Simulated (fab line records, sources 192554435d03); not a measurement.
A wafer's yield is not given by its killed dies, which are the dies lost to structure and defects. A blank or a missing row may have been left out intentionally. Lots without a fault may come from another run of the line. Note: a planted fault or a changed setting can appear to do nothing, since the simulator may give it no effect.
Lot-split experiment || flow n5 finfet || route with 1938 steps; 7 lots, 21 wafers read

## ON THE SPLIT
At N5_BEOL_M15_SPUTTER_44 (material Ta, target thk 15 nm, time 24.19 s), the setting time s was moved away from the recipe's 24.19 s on 7 of the 21 wafers read, by -14.6% to +11.3%. This setting was run at the recipe's value on the other wafers.

Reading taken at the split's own step.

## THE READING
Ta_of_BEOL_M15_SPUTTER_44.thk nm (the simulator's own value, which no gauge read), in nm, at N5_BEOL_M15_SPUTTER_44 (material Ta, target thk 15 nm, time 24.19 s). No usual value for it is given in the file. Here, 14 wafers ran the recipe; their average is 15.0 nm with a standard deviation of 0.24 nm.

{"wafer": "L076.1", "tool, chamber at the split": "pvd sputter-02, -", "time s as run, s": 24.19, "against the recipe": "recipe", "Ta_of_BEOL_M15_SPUTTER_44.thk nm, nm": 15, "against lot-mates on the recipe": "-"}
{"wafer": "L076.4", "tool, chamber at the split": "pvd sputter-02, -", "time s as run, s": 24.19, "against the recipe": "recipe", "Ta_of_BEOL_M15_SPUTTER_44.thk nm, nm": 15, "against lot-mates on the recipe": "-"}
{"wafer": "L076.5", "tool, chamber at the split": "pvd sputter-02, -", "time s as run, s": 24.19, "against the recipe": "recipe", "Ta_of_BEOL_M15_SPUTTER_44.thk nm, nm": 15, "against lot-mates on the recipe": "-"}
{"wafer": "L079.3", "tool, chamber at the split": "pvd sputter-01, -", "time s as run, s": 24.19, "against the recipe": "recipe", "Ta_of_BEOL_M15_SPUTTER_44.thk nm, nm": 14.8, "against lot-mates on the recipe": "-"}
{"wafer": "L079.4", "tool, chamber at the split": "pvd sputter-01, -", "time s as run, s": 22.08, "against the recipe": "-8.7%", "Ta_of_BEOL_M15_SPUTTER_44.thk nm, nm": 13.6, "against lot-mates on the recipe": -1.2}
{"wafer": "L079.5", "tool, chamber at the split": "pvd sputter-01, -", "time s as run, s": 22.08, "against the recipe": "-8.7%", "Ta_of_BEOL_M15_SPUTTER_44.thk nm, nm": 13.4, "against lot-mates on the recipe": -1.4}
{"wafer": "L077.1", "tool, chamber at the split": "pvd sputter-03, -", "time s as run, s": 24.19, "against the recipe": "recipe", "Ta_of_BEOL_M15_SPUTTER_44.thk nm, nm": 15.4, "against lot-mates on the recipe": "-"}
{"wafer": "L077.2", "tool, chamber at the split": "pvd sputter-03, -", "time s as run, s": 24.19, "against the recipe": "recipe", "Ta_of_BEOL_M15_SPUTTER_44.thk nm, nm": 15.4, "against lot-mates on the recipe": "-"}
{"wafer": "L077.4", "tool, chamber at the split": "pvd sputter-03, -", "time s as run, s": 26.93, "against the recipe": "+11.3%", "Ta_of_BEOL_M15_SPUTTER_44.thk nm, nm": 17.2, "against lot-mates on the recipe": "+1.8"}
{"wafer": "L089.2", "tool, chamber at the split": "pvd sputter-02, -", "time s as run, s": 21.3, "against the recipe": "-11.9%", "Ta_of_BEOL_M15_SPUTTER_44.thk nm, nm": 13.6, "against lot-mates on the recipe": -1.6}
{"wafer": "L089.3", "tool, chamber at the split": "pvd sputter-02, -", "time s as run, s": 24.19, "against the recipe": "recipe", "Ta_of_BEOL_M15_SPUTTER_44.thk nm, nm": 15.2, "against lot-mates on the recipe": "-"}
{"wafer": "L089.6", "tool, chamber at the split": "pvd sputter-02, -", "time s as run, s": 24.19, "against the recipe": "recipe", "Ta_of_BEOL_M15_SPUTTER_44.thk nm, nm": 15.2, "against lot-mates on the recipe": "-"}
{"wafer": "L091.3", "tool, chamber at the split": "pvd sputter-02, -", "time s as run, s": 24.19, "against the recipe": "recipe", "Ta_of_BEOL_M15_SPUTTER_44.thk nm, nm": 15, "against lot-mates on the recipe": "-"}
{"wafer": "L091.5", "tool, chamber at the split": "pvd sputter-02, -", "time s as run, s": 24.19, "against the recipe": "recipe", "Ta_of_BEOL_M15_SPUTTER_44.thk nm, nm": 15, "against lot-mates on the recipe": "-"}
{"wafer": "L091.6", "tool, chamber at the split": "pvd sputter-02, -", "time s as run, s": 24.19, "against the recipe": "recipe", "Ta_of_BEOL_M15_SPUTTER_44.thk nm, nm": 14.6, "against lot-mates on the recipe": "-"}
{"wafer": "L090.1", "tool, chamber at the split": "pvd sputter-03, -", "time s as run, s": 20.67, "against the recipe": "-14.6%", "Ta_of_BEOL_M15_SPUTTER_44.thk nm, nm": 12.8, "against lot-mates on the recipe": -2.4}
{"wafer": "L090.4", "tool, chamber at the split": "pvd sputter-03, -", "time s as run, s": 24.19, "against the recipe": "recipe", "Ta_of_BEOL_M15_SPUTTER_44.thk nm, nm": 15.2, "against lot-mates on the recipe": "-"}
{"wafer": "L090.5", "tool, chamber at the split": "pvd sputter-03, -", "time s as run, s": 20.67, "against the recipe": "-14.6%", "Ta_of_BEOL_M15_SPUTTER_44.thk nm, nm": 13, "against lot-mates on the recipe": -2.2}
{"wafer": "L093.1", "tool, chamber at the split": "pvd sputter-02, -", "time s as run, s": 24.19, "against the recipe": "recipe", "Ta_of_BEOL_M15_SPUTTER_44.thk nm, nm": 14.8, "against lot-mates on the recipe": "-"}
{"wafer": "L093.2", "tool, chamber at the split": "pvd sputter-02, -", "time s as run, s": 25.81, "against the recipe": "+6.7%", "Ta_of_BEOL_M15_SPUTTER_44.thk nm, nm": 15.8, "against lot-mates on the recipe": "+1.1"}
{"wafer": "L093.3", "tool, chamber at the split": "pvd sputter-02, -", "time s as run, s": 24.19, "against the recipe": "recipe", "Ta_of_BEOL_M15_SPUTTER_44.thk nm, nm": 14.6, "against lot-mates on the recipe": "-"}

FIT RESULTS
A straight line over all 21 wafers: Ta_of_BEOL_M15_SPUTTER_44.thk nm changes by +0.152 nm for each +1% of time s; r = +0.97; the points scatter about the line by 0.27 nm.
The same after taking each lot's own level away (the mean of its wafers on the recipe; 21 wafers): +0.154 nm for each +1%; r = +0.99; scatter 0.11 nm.
The reading moves by 2.2 nm for the largest change in time s, on that fit.
Across the lots, their own levels run from 14.70 to 15.40 nm, a range of 2.9 times the standard deviation given above.
The two slopes are in agreement: the lot-to-lot level therefore moves the slope only a little.
Check: -2.17 nm against its lot-mates is what the line predicts for one of the wafers moved furthest among these (-14.6%) when that wafer is left out of the fit. It came out at -2.4 nm against them.

## FURTHER SPLITS ON THESE WAFERS
Before the reading, these wafers also passed through other splits. Each is held against what the fit with the lots' levels taken away leaves over:
{"other split on the same wafers": "N5_BEOL_M15_ILD_DEP_00 time s", "wafers away from the commonest value": 4, "r with Ta_of_BEOL_M15_SPUTTER_44.thk nm (lot level and that fit taken away)": "+0.32"}
{"other split on the same wafers": "N5_BEOL_M15_EXPOSE_07 dose mj", "wafers away from the commonest value": 3, "r with Ta_of_BEOL_M15_SPUTTER_44.thk nm (lot level and that fit taken away)": "+0.07"}
{"other split on the same wafers": "N5_BEOL_M15_TRENCH_ETCH_34 time s", "wafers away from the commonest value": 6, "r with Ta_of_BEOL_M15_SPUTTER_44.thk nm (lot level and that fit taken away)": "+0.08"}

## THE FILE'S OWN FIT
Ta_of_BEOL_M15_SPUTTER_44.thk nm changes by +0.152 nm for each +1% of time s, r = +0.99.
